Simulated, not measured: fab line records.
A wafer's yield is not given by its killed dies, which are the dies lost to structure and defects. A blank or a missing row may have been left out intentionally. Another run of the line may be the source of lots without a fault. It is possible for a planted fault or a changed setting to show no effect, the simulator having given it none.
Which tool is to blame?    flow n5 finfet    route of 1938 steps, sampled at 1 step: 10 lots, 30 wafers

== WHAT THE GAUGES READ, wafer by wafer ==
N5_BEOL_M5_OVL_MEAS_29.
lot   measured      on          V4_OVL (nm)
L126  day 8 21:44   overlay-01  0.1 0.3 0.4
L127  day 9 14:31   overlay-02  0.4 1.1 1.1
L128  day 9 18:09   overlay-02  -0.3 -1.2 0.3
L131  day 11 03:13  overlay-02  -0.3 0.6 -0.8
L134  day 11 10:19  overlay-02  -0.3 1.1 -0.5
L141  day 12 20:26  overlay-02  -0.2 0.4 0.2
L138  day 12 20:31  overlay-01  -1.6 0.9 -0.9
L144  day 13 23:29  overlay-02  0.1 -0.4 0.6
L145  day 14 04:31  overlay-01  1.2 1.0 -1.0
L147  day 14 04:34  overlay-02  0.8 -0.9 -0.3

== WHICH TOOL RAN EACH LOT (tool, then ch and the chambers of the sampled wafers, then the start) ==
Record: no process step prior to these readings.

== THE ANSWER, worked out from the rows above alone ==
Rule: the usual values come from the lots themselves. Put in order of their means at a reading, lots are off if they are a third of the lots or fewer, leave a main group of 4 or more, and stand apart from it by a gap of 3 or more times the standard deviation of the main group's means; of several such gaps the widest counts. If all means in a main group match to the digits the tables above print for the reading, that group is not used. Also off: a lot with no number at a reading for which 4 or more lots have one. All remaining lots with rows at the step are treated as sound.
Nothing can be told from this: no lot is off at any reading shown.

== WHAT WAS PUT IN BY THE SIMULATOR ==
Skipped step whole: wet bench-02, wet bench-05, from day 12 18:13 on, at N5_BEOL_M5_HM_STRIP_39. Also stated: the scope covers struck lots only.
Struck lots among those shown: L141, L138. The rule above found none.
